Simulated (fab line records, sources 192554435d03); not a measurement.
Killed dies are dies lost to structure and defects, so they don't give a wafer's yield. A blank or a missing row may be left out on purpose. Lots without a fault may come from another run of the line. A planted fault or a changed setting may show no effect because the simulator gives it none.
Split-lot experiment | flow n5_finfet | 7 lots, 21 wafers read, on a route of 1938 steps

THE SPLIT
At N5_BEOL_M7_ILD_DEP_00 (deposits SiCOH lowk from DEMS/porogen, target thk 179.75 nm, time 33.4 s), the setting time_s was moved away from the recipe's 33.4 s on 6 of the 21 wafers read, by -11.7% to +11.1%. The other wafers ran this setting at the recipe's value.

FROM THE SPLIT TO THE READING: what the file shows between them, 1 step
- N5_BEOL_M7_CURE_74: cures SiCOH lowk, time 240 s

THE READING
M7_ILD_THK, in nm, at N5_BEOL_M7_THK_MEAS_01. Fault-free wafers of this fab line usually give 155.9 nm, standard deviation 2 nm.

wafer  | tool, chamber at the split | time_s as run, s | against the recipe | M7_ILD_THK, nm | against lot-mates on the recipe
L074.4 | pecvd-04, 2                | 37.11            | +11.1%             | 174.6          | +18.2
L074.5 | pecvd-04, 1                | 33.4             | recipe             | 157.6          | -
L074.6 | pecvd-04, 0                | 33.4             | recipe             | 155.3          | -
L075.3 | pecvd-04, 0                | 36.19            | +8.4%              | 167.3          | +9.4
L075.5 | pecvd-04, 0                | 33.4             | recipe             | 157.7          | -
L075.6 | pecvd-04, 2                | 33.4             | recipe             | 158.1          | -
L082.2 | pecvd-01, 2                | 29.48            | -11.7%             | 136.7          | -17.7
L082.3 | pecvd-01, 0                | 33.4             | recipe             | 154.4          | -
L082.5 | pecvd-01, 1                | 29.48            | -11.7%             | 139.6          | -14.8
L083.1 | pecvd-04, 2                | 33.4             | recipe             | 154.6          | -
L083.2 | pecvd-04, 1                | 33.4             | recipe             | 156.4          | -
L083.5 | pecvd-04, 2                | 33.4             | recipe             | 159.6          | -
L084.1 | pecvd-04, 1                | 36               | +7.8%              | 168.9          | +12.2
L084.3 | pecvd-04, 0                | 33.4             | recipe             | 156.7          | -
L084.4 | pecvd-04, 0                | 36               | +7.8%              | 170.7          | +14.0
L085.3 | pecvd-01, 1                | 33.4             | recipe             | 153.4          | -
L085.4 | pecvd-01, 2                | 33.4             | recipe             | 154.3          | -
L085.6 | pecvd-01, 1                | 33.4             | recipe             | 154.8          | -
L092.2 | pecvd-04, 1                | 33.4             | recipe             | 156.7          | -
L092.3 | pecvd-04, 0                | 33.4             | recipe             | 154.0          | -
L092.5 | pecvd-04, 0                | 33.4             | recipe             | 156.2          | -

THE FIT
A straight line over all 21 wafers: M7_ILD_THK changes by +1.58 nm for each +1% of time_s; r = +0.98; the points scatter about the line by 1.8 nm.
The same after taking each lot's own level away (the mean of its wafers on the recipe; 21 wafers): +1.46 nm for each +1%; r = +0.98; scatter 1.5 nm.
On that fit, the largest move of time_s shifts the reading by 17 nm.
The lots' own levels span 154.17 to 157.90 nm, that is 1.9 times the standard deviation above.
So the lot-to-lot level changes the slope little: the two slopes agree.
Check: with one of the wafers moved furthest among these (-11.7%) left out of the fit, the line predicts -16.6 nm for it against its lot-mates. It came out at -17.7 nm against them.

OTHER SPLITS ON THESE WAFERS
These wafers also went through other splits before the reading. Each is held against what the fit with the lots' levels taken away leaves over:
other split on the same wafers | wafers away from the commonest value | r with M7_ILD_THK (lot level and that fit taken away)
N5_BEOL_M5_EXPOSE_25 dose_mj   | 5                                    | +0.23
N5_BEOL_M6_DEP_56 time_s       | 6                                    | +0.19

THE WHOLE CHAIN: every reading that the file lists as answering this split, in the file's order
step                   | what it does                                                             | reading                                                                                  | change (the file's fit)              | r (the file's)
N5_BEOL_M7_ILD_DEP_00  | deposits SiCOH lowk from DEMS/porogen, target thk 179.75 nm, time 33.4 s | SiCOH_lowk_of_BEOL_M7_ILD_DEP_00.thk_nm (the simulator's own value, which no gauge read) | +1.67 nm for each +1% of the setting | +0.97
N5_BEOL_M7_CURE_74     | cures SiCOH lowk, time 240 s                                             | SiCOH_lowk_of_BEOL_M7_ILD_DEP_00.thk_nm (the simulator's own value, which no gauge read) | +1.46 nm for each +1% of the setting | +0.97
N5_BEOL_M7_THK_MEAS_01 |                                                                          | M7_ILD_THK                                                                               | +1.46 for each +1% of the setting    | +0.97

THE FILE'S OWN FIT
M7_ILD_THK changes by +1.46 nm for each +1% of time_s, r = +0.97.
